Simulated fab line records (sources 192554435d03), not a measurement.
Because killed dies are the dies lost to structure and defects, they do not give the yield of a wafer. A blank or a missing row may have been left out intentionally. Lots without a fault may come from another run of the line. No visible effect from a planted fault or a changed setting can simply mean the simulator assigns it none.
Split-lot study -- flow n5-finfet -- 7 lots, 39 wafers read, on a route of 1938 steps

SPLIT DETAILS
At N5_MOL_CONTACT_COAG_ALD_27 (deposits SiOC, target thk 17 nm, pulse time 1.5 s, time 2720 s), the setting ald-cycles was moved away from the recipe's 340 on 15 of the 39 wafers read, by -52.6% to +59.4%. The other wafers ran this setting at the recipe's value.

The reading is taken at the split's own step.

THE READING
SiOC_of_MOL_CONTACT_COAG_ALD_27.thk-nm (the simulator's own value, which no gauge read), in nm, at N5_MOL_CONTACT_COAG_ALD_27 (deposits SiOC, target thk 17 nm, pulse time 1.5 s, time 2720 s). The file does not state a usual value for it. Across the 24 wafers here that went through the recipe, the average is 17.0 nm and the standard deviation 0.11 nm.

wafer,"tool, chamber at the split",ald-cycles as run,against the recipe,"SiOC_of_MOL_CONTACT_COAG_ALD_27.thk-nm, nm",against lot-mates on the recipe
L076.1,"ald-sin-01, 3,1",340,recipe,17.2,-
L076.5,"ald-sin-01, 3,1",340,recipe,17.2,-
L076.2,"ald-sin-01, 1,2,0",161,-52.6%,8.2,-8.9
L076.4,"ald-sin-01, 1,2,0",161,-52.6%,8.2,-8.9
L076.6,"ald-sin-01, 1,2,0",161,-52.6%,8.2,-8.9
L076.3,"ald-sin-01, 0",340,recipe,17,-
L079.1,"ald-sin-04, 2,3",340,recipe,17,-
L079.3,"ald-sin-04, 2,3",340,recipe,17,-
L079.2,"ald-sin-04, 1",447,+31.5%,22.2,+5.3
L079.4,"ald-sin-04, 0",447,+31.5%,22.4,+5.5
L079.5,"ald-sin-04, 0",447,+31.5%,22.4,+5.5
L079.6,"ald-sin-04, 1",340,recipe,16.8,-
L083.1,"ald-sin-04, 0,3",340,recipe,17,-
L083.6,"ald-sin-04, 0,3",340,recipe,17,-
L083.4,"ald-sin-04, 2",340,recipe,16.8,-
L084.1,"ald-sin-04, 3,0,1",340,recipe,17,-
L084.3,"ald-sin-04, 3,0,1",340,recipe,17,-
L084.4,"ald-sin-04, 3,0,1",340,recipe,17,-
L084.2,"ald-sin-04, 2,1,2",542,+59.4%,27,+10.0
L084.5,"ald-sin-04, 2,1,2",542,+59.4%,27,+10.0
L084.6,"ald-sin-04, 2,1,2",542,+59.4%,27,+10.0
L091.1,"ald-sin-02, 3,2,0,0,3",340,recipe,17,-
L091.2,"ald-sin-02, 3,2,0,0,3",340,recipe,17,-
L091.4,"ald-sin-02, 3,2,0,0,3",340,recipe,17,-
L091.5,"ald-sin-02, 3,2,0,0,3",340,recipe,17,-
L091.6,"ald-sin-02, 3,2,0,0,3",340,recipe,17,-
L091.3,"ald-sin-02, 1",340,recipe,16.8,-
L094.1,"ald-sin-04, 2,1",340,recipe,17,-
L094.6,"ald-sin-04, 2,1",340,recipe,17,-
L094.2,"ald-sin-04, 0,1",204,-40.0%,10.2,-6.7
L094.3,"ald-sin-04, 0,1",204,-40.0%,10.2,-6.7
L094.4,"ald-sin-04, 3",340,recipe,16.8,-
L094.5,"ald-sin-04, 2",204,-40.0%,10,-6.9
L096.1,"ald-sin-02, 2",340,recipe,17.2,-
L096.2,"ald-sin-02, 1,0",340,recipe,17,-
L096.3,"ald-sin-02, 1,0",340,recipe,17,-
L096.4,"ald-sin-02, 3",497,+46.2%,24.8,+7.7
L096.5,"ald-sin-02, 3",497,+46.2%,24.8,+7.7
L096.6,"ald-sin-02, 2",497,+46.2%,25,+7.9
Rows listing several chambers each stand for several wafers; the file does not say which wafer went through which chamber.

FIT RESULTS
A straight line over all 39 wafers: SiOC_of_MOL_CONTACT_COAG_ALD_27.thk-nm changes by +0.169 nm for each +1% of ald-cycles; r = +1.00; the points scatter about the line by 0.11 nm.
The same after taking each lot's own level away (the mean of its wafers on the recipe; 39 wafers): +0.169 nm for each +1%; r = +1.00; scatter 0.086 nm.
The reading moves by 10 nm for the largest change in ald-cycles, on that fit.
The lots' own levels span 16.93 to 17.13 nm, that is 1.9 times the standard deviation above.
So the lot-to-lot level changes the slope little: the two slopes agree.
Check: +10.1 nm against its lot-mates is what the line predicts for one of the wafers moved furthest among these (+59.4%) when that wafer is left out of the fit. Against them it came out at +10 nm.

FURTHER SPLITS ON THESE WAFERS
Before the reading, these wafers also passed through other splits. Each is held against what the fit with the lots' levels taken away leaves over:
other split on the same wafers,wafers away from the commonest value,r with SiOC_of_MOL_CONTACT_COAG_ALD_27.thk-nm (lot level and that fit taken away)
N5_FIN_SAQP_SPACER1_ALD_24 ald-cycles,15,+0.01

FILE'S OWN FIT
SiOC_of_MOL_CONTACT_COAG_ALD_27.thk-nm changes by +0.169 nm for each +1% of ald-cycles, r = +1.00.
